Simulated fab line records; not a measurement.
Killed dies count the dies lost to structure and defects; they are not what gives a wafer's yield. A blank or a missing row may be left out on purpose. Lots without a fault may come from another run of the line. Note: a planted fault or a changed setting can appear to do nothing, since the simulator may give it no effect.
Matching of chambers :: flow n5_finfet :: 3 sister chambers for N5_BEOL_M4_ILD_DEP_00 on pecvd-03
The step deposits SiOC from DEMS/O2, target thk 79 nm, time 15.3 s. 16 wafers are shown with their chamber, then 8 later ones without.

## EACH WAFER AND ITS CHAMBER
wafer: L081.1
chamber: 0
throttle_valve_pct (%): 11.8
heater_power_w (W): 476
showerhead_plenum_p_Torr (Torr): 5.711

wafer: L081.2
chamber: 2
throttle_valve_pct (%): 11.8
heater_power_w (W): 422
showerhead_plenum_p_Torr (Torr): 5.677

wafer: L081.5
chamber: 1
throttle_valve_pct (%): 12.6
heater_power_w (W): 408
showerhead_plenum_p_Torr (Torr): 5.679

wafer: L082.1
chamber: 1
throttle_valve_pct (%): 12.5
heater_power_w (W): 445
showerhead_plenum_p_Torr (Torr): 5.684

wafer: L082.4
chamber: 0
throttle_valve_pct (%): 11.9
heater_power_w (W): 514
showerhead_plenum_p_Torr (Torr): 5.711

wafer: L082.5
chamber: 1
throttle_valve_pct (%): 12.6
heater_power_w (W): 430
showerhead_plenum_p_Torr (Torr): 5.672

wafer: L083.1
chamber: 1
throttle_valve_pct (%): 12.6
heater_power_w (W): 435
showerhead_plenum_p_Torr (Torr): 5.685

wafer: L083.2
chamber: 0
throttle_valve_pct (%): 11.9
heater_power_w (W): 477
showerhead_plenum_p_Torr (Torr): 5.711

wafer: L083.5
chamber: 0
throttle_valve_pct (%): 11.9
heater_power_w (W): 474
showerhead_plenum_p_Torr (Torr): 5.719

wafer: L085.2
chamber: 2
throttle_valve_pct (%): 11.5
heater_power_w (W): 405
showerhead_plenum_p_Torr (Torr): 5.696

wafer: L085.4
chamber: 2
throttle_valve_pct (%): 11.5
heater_power_w (W): 411
showerhead_plenum_p_Torr (Torr): 5.707

wafer: L085.6
chamber: 0
throttle_valve_pct (%): 11.7
heater_power_w (W): 446
showerhead_plenum_p_Torr (Torr): 5.706

wafer: L088.2
chamber: 1
throttle_valve_pct (%): 12.4
heater_power_w (W): 422
showerhead_plenum_p_Torr (Torr): 5.673

wafer: L088.5
chamber: 0
throttle_valve_pct (%): 11.7
heater_power_w (W): 462
showerhead_plenum_p_Torr (Torr): 5.718

wafer: L088.6
chamber: 1
throttle_valve_pct (%): 12.4
heater_power_w (W): 427
showerhead_plenum_p_Torr (Torr): 5.680

wafer: L090.2
chamber: 0
throttle_valve_pct (%): 11.8
heater_power_w (W): 483
showerhead_plenum_p_Torr (Torr): 5.703

SIGNATURES, as means of the wafers listed above
reading: throttle_valve_pct
chamber 0: 11.814
chamber 1: 12.517
chamber 2: 11.600
scatter within a chamber: 0.11

reading: heater_power_w
chamber 0: 476.00
chamber 1: 427.83
chamber 2: 412.67
scatter within a chamber: 16.5

reading: showerhead_plenum_p_Torr
chamber 0: 5.71129
chamber 1: 5.67883
chamber 2: 5.69333
scatter within a chamber: 0.00789
Rule: a wafer's distance from a chamber is the root of the sum, over the readings, of the square of ((its reading less the chamber's mean) divided by the reading's scatter). The wafer belongs to the nearest chamber; if the next one is less than 2 further off, it can't be placed. The scatter is the square root of a quotient: the sum, over the shown wafers, of each reading's squared deviation from its chamber's mean, divided by wafers minus chambers.

## WAFERS MISSING THEIR CHAMBER
wafer: L090.3
throttle_valve_pct (%): 11.4
heater_power_w (W): 366
showerhead_plenum_p_Torr (Torr): 5.713

wafer: L090.4
throttle_valve_pct (%): 11.5
heater_power_w (W): 369
showerhead_plenum_p_Torr (Torr): 5.696

wafer: L094.4
throttle_valve_pct (%): 12.4
heater_power_w (W): 441
showerhead_plenum_p_Torr (Torr): 5.680

wafer: L094.5
throttle_valve_pct (%): 12.7
heater_power_w (W): 447
showerhead_plenum_p_Torr (Torr): 5.682

wafer: L094.6
throttle_valve_pct (%): 11.8
heater_power_w (W): 358
showerhead_plenum_p_Torr (Torr): 5.698

wafer: L095.2
throttle_valve_pct (%): 12.5
heater_power_w (W): 441
showerhead_plenum_p_Torr (Torr): 5.675

wafer: L095.4
throttle_valve_pct (%): 12.3
heater_power_w (W): 453
showerhead_plenum_p_Torr (Torr): 5.683

wafer: L095.5
throttle_valve_pct (%): 12.7
heater_power_w (W): 441
showerhead_plenum_p_Torr (Torr): 5.678

## THE CHAMBER EACH PASSED THROUGH
wafer: L090.3
from the rows above: 2
in truth: 2

wafer: L090.4
from the rows above: 2
in truth: 2

wafer: L094.4
from the rows above: 1
in truth: 1

wafer: L094.5
from the rows above: 1
in truth: 1

wafer: L094.6
from the rows above: 2
in truth: 2

wafer: L095.2
from the rows above: 1
in truth: 1

wafer: L095.4
from the rows above: 1
in truth: 1

wafer: L095.5
from the rows above: 1
in truth: 1
8 of 8 placed correctly. Left unplaced by these rows: 0. Number placed wrongly: 0.
